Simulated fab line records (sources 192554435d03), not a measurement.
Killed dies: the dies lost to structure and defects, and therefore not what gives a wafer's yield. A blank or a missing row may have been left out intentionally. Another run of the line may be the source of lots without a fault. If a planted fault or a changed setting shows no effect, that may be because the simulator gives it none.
Problem report in the 8D (eight disciplines) form, filled by code    flow n5 finfet    the parts of the form that need people (team, actions taken, sign-off) are left out

## 1. THE PROBLEM
Mean of etch rf on time s at N5_BEOL_M11_ETCH_61: 40.2 s over 2 wafers from 1 lot, against 65.0 s (standard deviation 1.1) on wafers with no fault. Relative to the usual mean, that is a shift of -23 standard deviations.
The step: etches SiARC in CF4, target depth 39 nm, time 65 s.
Seen first at day 14 23:07 on rie diel-06, wafer L507.1. The record has a number at this step for 32 wafers belonging to 11 lots. The rule behind "out" and "out of limits": a value lying over 4 standard deviations away from the usual mean. The other wafers with a number count as sound.

## 2. WHAT IT IS AND WHAT IT IS NOT
question                     is                      is not
which readings at this step  etch rf on time s       drypump motor current A, rf vpp V, showerhead plenum p Torr, throttle valve pct
which lots                   L507                    L491, L492, L496, L497, L498, L500, L501, L502, L503, L505
which wafers of those lots   all that have a number  -
read on which tools          rie diel-06             rie diel-01, rie diel-02
when                         from day 14 23:07       up to then (30 sound wafers)

## 3. WHAT RULES OUT EACH SUSPECT
Counting: a tool stays on the suspect list if, at a process step up to the reading, it processed all lots that are out and no sound lot following the first of them.
- pvd sputter-01 at N5_BEOL_M10_PRE_CLEAN_45 (time 30 s): kept. It ran the lot that is out, L507 (day 14 19:04), and no sound lot after that.
- rie diel-06 at N5_BEOL_M11_ETCH_61 (etches SiARC in CF4, target depth 39 nm, time 65 s): kept. It ran the lot that is out, L507 (day 14 23:07), and no sound lot after that; its last sound lot up to then is L505 (day 14 02:40). Its own etch rf on time s readings are out on those wafers.
The count leaves rie diel-06 at N5_BEOL_M11_ETCH_61 and pvd sputter-01 at N5_BEOL_M10_PRE_CLEAN_45.

## 4. THE CAUSE (what the simulator had put in)
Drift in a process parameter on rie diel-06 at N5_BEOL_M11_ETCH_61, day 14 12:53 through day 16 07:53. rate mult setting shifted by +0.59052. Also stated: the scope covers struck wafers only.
Counting left 2 suspects, and this tool is among them.

## 5. SEQUENCE OF EFFECTS, ordered by route
Rows list readings where the struck wafers' mean (over those with a number) sits beyond 3 standard deviations from the usual. Readings are gone through only where the record gives a usual standard deviation; hours: the median, over the lots, of the time from a lot's start at the first step in this table giving one to that lot's start at this step; sigmas: the change measured in usual standard deviations.
hours  step                 reading            usual      on struck wafers  change  sigmas
0      N5_BEOL_M11_ETCH_61  etch rf on time s  65.0 s     40.2              -24.8   -23
0      N5_BEOL_M11_ETCH_61  oes product au     0.69 a.u.  0.91              +0.22   +3.1
The process steps in it:
- N5_BEOL_M11_ETCH_61: etches SiARC in CF4, target depth 39 nm, time 65 s.

## 6. HOW IT WOULD HAVE BEEN CAUGHT EARLIER
In this record the first reading out of limits was taken at day 14 23:07, 10 hours after the fault began at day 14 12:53.
